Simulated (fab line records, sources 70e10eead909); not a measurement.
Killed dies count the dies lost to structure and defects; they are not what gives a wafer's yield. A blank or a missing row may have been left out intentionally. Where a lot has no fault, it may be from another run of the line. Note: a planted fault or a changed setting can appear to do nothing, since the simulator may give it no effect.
Struck lot and sound lot, side by side || flow nand-harc || 15 steps out of a route of 1302
Sound: the wafers L857.2, L857.3, L857.5. Wafers struck: L858.3, L858.4, L858.6. At the end, the cause is stated.
For every step that has rows: the tool of each side, followed by ch and its chambers, followed by its first start. Under that, the readings that differ: sound wafers || struck wafers || difference of the means || sigmas: that difference in standard deviations of wafers without a fault.
alike: same words and numbers on both sides, and readings whose means sit less than 2 such deviations apart. not compared: any withheld reading, any reading some wafer has no value for, any bound like >300 that may hide the same value, and any number with overlapping values for which the record gives no deviation.
A row with sigmas, a row that says differs or no value, or rows on one side alone: a step with any of these is where the two part. When numbers do not overlap yet have no deviation, they are printed without sigmas and do not part them. Lack of a reading on every wafer of one side parts them only where that side has two or more wafers.

first, 2 steps without rows for these wafers: NHARC_A_CONTACT_STRIP_100 (strips in CF4/CHF3); NHARC_A_CONTACT_STRIP_101 (strips in O2/COS).
NHARC_A_CONTACT_ETCH_102: etches the open film in CF4/O2, target depth 100 nm, overetch 10 nm, time 55 s.
  sound on rie-diel-11 ch 0,1, day 23 19:24; struck on rie-diel-11 ch 0,2, day 24 20:23
  alike: bias-w, chamber-pressure-mTorr, drypump-motor-current-A, oes-product-au, rf-vpp-V, showerhead-plenum-p-Torr, throttle-valve-pct
  not compared: rf-hours-counter-h
NHARC_A_CONTACT_STRIP_55: strips in O2.
  sound: rie-diel-11 ch 1,3; struck: rie-diel-11 ch 0,3
  alike: chamber-pressure-mTorr, drypump-motor-current-A, oes-product-au, rf-vpp-V, showerhead-plenum-p-Torr, throttle-valve-pct
  not compared: rf-hours-counter-h
then, 1 step without rows for these wafers: NHARC_A_CONTACT_STRIP_56 (strips in post etch residue remover, time 600 s).
NHARC_A_CONTACT_DEP_57: deposits aC, target thk 5300 nm.
  sound on acl-dep-02 ch 0, day 23 21:38; struck on acl-dep-03 ch 0, day 24 22:34
  alike: susceptor-temp-C, throttle-valve-pct
NHARC_A_CONTACT_DEP_58: deposits SiON, target thk 90 nm.
  sound on pecvd-04 ch 0,1,2, day 24 00:23; struck on pecvd-04 ch 0,1,2, day 25 00:48
  alike: heater-power-w, susceptor-temp-C
then, 5 steps without rows for these wafers: NHARC_A_CONTACT_DEHYDRATE_59 (time 120 s); NHARC_A_CONTACT_HMDS_60 (time 30 s); NHARC_A_CONTACT_COAT_61 (time 75 s); NHARC_A_CONTACT_COAT_62 (time 65 s); NHARC_A_CONTACT_COAT_63 (resist thk 90 nm).
NHARC_A_CONTACT_SOFTBAKE_64: time 55 s.
  sound on litho-track-01 ch 0, day 24 00:00; struck on litho-track-01 ch 0, day 25 01:00
{"reading": "heater-power-total-W (W)", "sound": "188.36 188.45 188.47", "struck": "323.16 322.96 322.90", "difference": "+134.58", "sigmas": "+99 or more"}
after that, 1 step had no rows for these wafers: NHARC_A_CONTACT_EBR_65.
-- record jumps: 3 days between struck wafers' starts before vs after; left off in module A_CONTACT, resumes in module END, first step shown is number 1302 of the route --
NHARC_END_SORT_01:
  sound on prober-02 ch 0, day 26 20:53; struck on prober-02 ch 0, day 27 15:56
  alike: killed-at-array, killed-at-other, killed-at-periphery, killed-dies, killed-open, killed-short

== WHERE THEY PART ==
Only at NHARC_A_CONTACT_SOFTBAKE_64, as far as this record shows. Later steps at which nothing parts them and some readings are alike: NHARC_END_SORT_01.

WHY: whatever the simulator had introduced
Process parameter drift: litho-track-01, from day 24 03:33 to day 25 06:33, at NHARC_A_CONTACT_SOFTBAKE_64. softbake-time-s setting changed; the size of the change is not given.
